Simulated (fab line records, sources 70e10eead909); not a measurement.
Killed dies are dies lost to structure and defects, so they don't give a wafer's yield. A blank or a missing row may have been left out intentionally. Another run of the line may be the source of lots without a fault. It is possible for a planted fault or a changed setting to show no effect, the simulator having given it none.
Chamber matching :: flow nand_harc :: NHARC_P_GATE_STRIP_108 on rie_diel-03 has 4 sister chambers
The step strips in O2. 4 wafers are shown with their chamber, then 7 later ones without.

WAFERS WITH THEIR CHAMBER
wafer: L083.4
chamber: 0
drypump_motor_current_A (A): 5.9

wafer: L083.5
chamber: 3
drypump_motor_current_A (A): 5.8

wafer: L086.2
chamber: 2
drypump_motor_current_A (A): 6.2

wafer: L086.4
chamber: 1
drypump_motor_current_A (A): 5.8

WAFERS WHOSE CHAMBER IS MISSING
wafer: L086.6
drypump_motor_current_A (A): 5.7

wafer: L090.2
drypump_motor_current_A (A): 6.2

wafer: L090.3
drypump_motor_current_A (A): 5.9

wafer: L090.5
drypump_motor_current_A (A): 6.2

wafer: L094.2
drypump_motor_current_A (A): 5.8

wafer: L094.3
drypump_motor_current_A (A): 5.8

wafer: L094.5
drypump_motor_current_A (A): 5.7

WHICH CHAMBER EACH WENT THROUGH
wafer: L086.6
from the rows above: can't be placed: 1 or 3 or 0
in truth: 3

wafer: L090.2
from the rows above: 2
in truth: 2

wafer: L090.3
from the rows above: can't be placed: 0 or 1 or 3
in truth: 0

wafer: L090.5
from the rows above: 2
in truth: 2

wafer: L094.2
from the rows above: can't be placed: 1 or 3 or 0
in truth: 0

wafer: L094.3
from the rows above: can't be placed: 1 or 3 or 0
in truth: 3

wafer: L094.5
from the rows above: can't be placed: 1 or 3 or 0
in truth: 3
Correctly placed: 2 of 7. These rows do not allow placing 5 (true chamber among the candidates in 5). Placed wrongly: 0.
How it was worked out, from the rows above alone: a wafer's distance from a chamber is the root of the sum, over the readings, of the square of ((its reading less the chamber's mean) divided by the reading's scatter). The wafer belongs to the nearest chamber; if the next one is less than 2 further off, it can't be placed. Each chamber's mean is taken over the wafers shown for it. The scatter: with one shown wafer a chamber, the root of the mean of the squares of how far each hidden wafer lies from its nearest shown one.
